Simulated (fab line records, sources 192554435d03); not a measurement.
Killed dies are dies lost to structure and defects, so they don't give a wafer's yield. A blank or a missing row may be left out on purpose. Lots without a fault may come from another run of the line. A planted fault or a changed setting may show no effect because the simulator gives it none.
Split-lot experiment | flow n5_finfet | 7 lots, 21 wafers read, on a route of 1938 steps

THE SPLIT
At N5_MOL_CONTACT_COAG_ALD_133 (deposits SiO2, target thk 5 nm, pulse time 1 s, co reactant pulse time 1 s), the setting ald_cycles was moved away from the recipe's 35 on 7 of the 21 wafers read, by -17.1% to +11.4%. The other wafers ran this setting at the recipe's value.

The reading is taken at the split's own step.

THE READING
SiO2_of_MOL_CONTACT_COAG_ALD_133.thk_nm (the simulator's own value, which no gauge read), in nm, at N5_MOL_CONTACT_COAG_ALD_133 (deposits SiO2, target thk 5 nm, pulse time 1 s, co reactant pulse time 1 s). The file gives no usual value for it.

wafer  | tool, chamber at the split | ald_cycles as run | against the recipe | SiO2_of_MOL_CONTACT_COAG_ALD_133.thk_nm, nm | against lot-mates on the recipe
L074.3 | ald_sin-03, 2,3            | 35                | recipe             | 5                                           | -
L074.4 | ald_sin-03, 2,3            | 35                | recipe             | 5                                           | -
L074.6 | ald_sin-03, 2              | 39                | +11.4%             | 5.6                                         | +0.6
L076.1 | ald_sin-02, 2,0,1          | 35                | recipe             | 5                                           | -
L076.2 | ald_sin-02, 2,0,1          | 35                | recipe             | 5                                           | -
L076.6 | ald_sin-02, 2,0,1          | 35                | recipe             | 5                                           | -
L078.1 | ald_sin-02, 2,0,1          | 35                | recipe             | 5                                           | -
L078.3 | ald_sin-02, 2,0,1          | 35                | recipe             | 5                                           | -
L078.5 | ald_sin-02, 2,0,1          | 35                | recipe             | 5                                           | -
L086.3 | ald_sin-03, 2              | 29                | -17.1%             | 4.2                                         | -0.8
L086.4 | ald_sin-03, 0,2            | 35                | recipe             | 5                                           | -
L086.5 | ald_sin-03, 0,2            | 35                | recipe             | 5                                           | -
L093.4 | ald_sin-03, 1,3            | 32                | -8.6%              | 4.6                                         | -0.4
L093.6 | ald_sin-03, 1,3            | 32                | -8.6%              | 4.6                                         | -0.4
L093.5 | ald_sin-03, 0              | 35                | recipe             | 5                                           | -
L095.4 | ald_sin-04, 1,0,2          | 35                | recipe             | 5                                           | -
L095.5 | ald_sin-04, 1,0,2          | 35                | recipe             | 5                                           | -
L095.6 | ald_sin-04, 1,0,2          | 35                | recipe             | 5                                           | -
L097.1 | ald_sin-02, 0,2,2          | 37                | +5.7%              | 5.2                                         | no lot-mate on the recipe
L097.3 | ald_sin-02, 0,2,2          | 37                | +5.7%              | 5.2                                         | no lot-mate on the recipe
L097.6 | ald_sin-02, 0,2,2          | 37                | +5.7%              | 5.2                                         | no lot-mate on the recipe
Where a row lists several chambers, the file gives one row for several wafers and doesn't say which wafer went through which chamber.

THE FIT
A straight line over all 21 wafers: SiO2_of_MOL_CONTACT_COAG_ALD_133.thk_nm changes by +0.046 nm for each +1% of ald_cycles; r = +0.99; the points scatter about the line by 0.03 nm.
The same after taking each lot's own level away (the mean of its wafers on the recipe; 18 wafers): +0.0482 nm for each +1%; r = +1.00; scatter 0.013 nm.
On that fit, the largest move of ald_cycles shifts the reading by 0.83 nm.
The lots' own levels span 5.00 to 5.00 nm.
So the lot-to-lot level changes the slope little: the two slopes agree.
Check: with one of the wafers moved furthest among these (-17.1%) left out of the fit, the line predicts -0.844 nm for it against its lot-mates. It came out at -0.8 nm against them.

OTHER SPLITS ON THESE WAFERS
These wafers also went through other splits before the reading. Each is held against what the fit with the lots' levels taken away leaves over:
other split on the same wafers | wafers away from the commonest value | r with SiO2_of_MOL_CONTACT_COAG_ALD_133.thk_nm (lot level and that fit taken away)
N5_SDB_COAT_03 spin_rpm        | 8                                    | -0.07
N5_SDB_COAT_05 spin_rpm        | 5                                    | -0.22
N5_HKMG_FIN_COAT_06 spin_rpm   | 6                                    | +0.03

THE FILE'S OWN FIT
SiO2_of_MOL_CONTACT_COAG_ALD_133.thk_nm changes by +0.0482 nm for each +1% of ald_cycles, r = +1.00.
